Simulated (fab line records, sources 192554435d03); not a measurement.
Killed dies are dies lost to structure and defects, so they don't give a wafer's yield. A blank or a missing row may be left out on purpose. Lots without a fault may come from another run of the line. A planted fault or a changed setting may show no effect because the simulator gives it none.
Chamber matching | flow n5_finfet | N5_BEOL_M15_VIA_ETCH_16 on rie_diel-01: 4 sister chambers
The step etches SiO2 in C4F8/O2/Ar, target depth 1792.2 nm. 18 wafers are shown with their chamber, then 9 later ones without.

WAFERS WITH THEIR CHAMBER
wafer  | chamber | rf_vpp_V (V) | throttle_valve_pct (%) | showerhead_plenum_p_Torr (Torr)
L074.1 | 3       | 2203         | 31.19                  | 3.49
L074.2 | 1       | 2224         | 30.37                  | 3.51
L074.5 | 1       | 2225         | 30.38                  | 3.51
L076.1 | 1       | 2225         | 30.38                  | 3.51
L076.2 | 0       | 2144         | 30.93                  | 3.28
L076.4 | 0       | 2144         | 30.93                  | 3.28
L075.1 | 3       | 2204         | 31.21                  | 3.49
L075.2 | 1       | 2223         | 30.41                  | 3.51
L075.3 | 0       | 2143         | 30.93                  | 3.28
L081.3 | 0       | 2143         | 30.94                  | 3.28
L081.4 | 1       | 2225         | 30.41                  | 3.50
L081.5 | 1       | 2224         | 30.40                  | 3.50
L083.2 | 1       | 2224         | 30.40                  | 3.50
L083.4 | 2       | 2262         | 31.26                  | 3.54
L083.6 | 3       | 2203         | 31.22                  | 3.48
L089.1 | 3       | 2203         | 31.22                  | 3.48
L089.3 | 1       | 2223         | 30.41                  | 3.50
L089.4 | 2       | 2261         | 31.27                  | 3.53

SIGNATURES (means of the wafers above)
reading                  | chamber 0 | chamber 1 | chamber 2 | chamber 3 | scatter within a chamber
rf_vpp_V                 | 2143.50   | 2224.12   | 2261.50   | 2203.25   | 0.713
throttle_valve_pct       | 30.9325   | 30.3950   | 31.2650   | 31.2100   | 0.0134
showerhead_plenum_p_Torr | 3.2800    | 3.5050    | 3.5350    | 3.4850    | 0.005
Rule: a wafer's distance from a chamber is the root of the sum, over the readings, of the square of ((its reading less the chamber's mean) divided by the reading's scatter). The wafer belongs to the nearest chamber; if the next one is less than 2 further off, it can't be placed. The scatter: the root of (the sum of the squares of (reading less its chamber's mean) over the shown wafers, divided by (wafers less chambers)).

WAFERS WITHOUT THEIR CHAMBER
wafer  | rf_vpp_V (V) | throttle_valve_pct (%) | showerhead_plenum_p_Torr (Torr)
L088.1 | 2223         | 30.41                  | 3.50
L088.4 | 2203         | 31.21                  | 3.47
L088.5 | 2263         | 31.24                  | 3.53
L091.1 | 2140         | 30.97                  | 3.27
L091.4 | 2224         | 30.43                  | 3.49
L091.5 | 2141         | 30.97                  | 3.27
L093.1 | 2204         | 31.23                  | 3.47
L093.4 | 2141         | 30.98                  | 3.26
L093.6 | 2224         | 30.41                  | 3.49

WHICH CHAMBER EACH WENT THROUGH
wafer  | from the rows above | in truth
L088.1 | 1                   | 1
L088.4 | 3                   | 3
L088.5 | 2                   | 2
L091.1 | 0                   | 0
L091.4 | 1                   | 1
L091.5 | 0                   | 0
L093.1 | 3                   | 3
L093.4 | 0                   | 0
L093.6 | 1                   | 1
Placed correctly: 9 of 9. Can't be placed from these rows: 0. Placed wrongly: 0.
